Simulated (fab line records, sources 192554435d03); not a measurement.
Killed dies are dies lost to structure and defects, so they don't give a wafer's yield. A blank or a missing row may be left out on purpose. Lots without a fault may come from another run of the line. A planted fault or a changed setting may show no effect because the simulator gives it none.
Chamber matching | flow n5_finfet | N5_SPACER0_ALD_07 on ald_sin-04: 4 sister chambers
The step deposits SiNx, target thk 2 nm. 8 wafers are shown with their chamber, then 10 later ones without.

WAFERS WITH THEIR CHAMBER
wafer  | chamber | heater_power_w (W)
L074.5 | 1       | 1056
L079.4 | 1       | 1027
L087.3 | 2       | 770
L090.4 | 3       | 901
L090.5 | 0       | 792
L090.6 | 3       | 890
L091.1 | 0       | 785
L091.3 | 2       | 761

WAFERS WITHOUT THEIR CHAMBER
wafer  | heater_power_w (W)
L091.6 | 766
L095.4 | 755
L095.5 | 891
L095.6 | 767
L096.1 | 1027
L096.3 | 890
L096.5 | 756
L097.2 | 802
L097.4 | 906
L097.5 | 1006

WHICH CHAMBER EACH WENT THROUGH
wafer  | from the rows above     | in truth
L091.6 | can't be placed: 2 or 0 | 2
L095.4 | can't be placed: 2 or 0 | 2
L095.5 | 3                       | 3
L095.6 | can't be placed: 2 or 0 | 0
L096.1 | 1                       | 1
L096.3 | 3                       | 3
L096.5 | can't be placed: 2 or 0 | 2
L097.2 | can't be placed: 0 or 2 | 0
L097.4 | 3                       | 3
L097.5 | 1                       | 1
Placed correctly: 5 of 10. Can't be placed from these rows: 5 (the true chamber is among the candidates in 5). Placed wrongly: 0.
How it was worked out, from the rows above alone: a wafer's distance from a chamber is the root of the sum, over the readings, of the square of ((its reading less the chamber's mean) divided by the reading's scatter). The wafer belongs to the nearest chamber; if the next one is less than 2 further off, it can't be placed. A chamber's mean is the mean of its shown wafers. The scatter: the root of (the sum of the squares of (reading less its chamber's mean) over the shown wafers, divided by (wafers less chambers)).
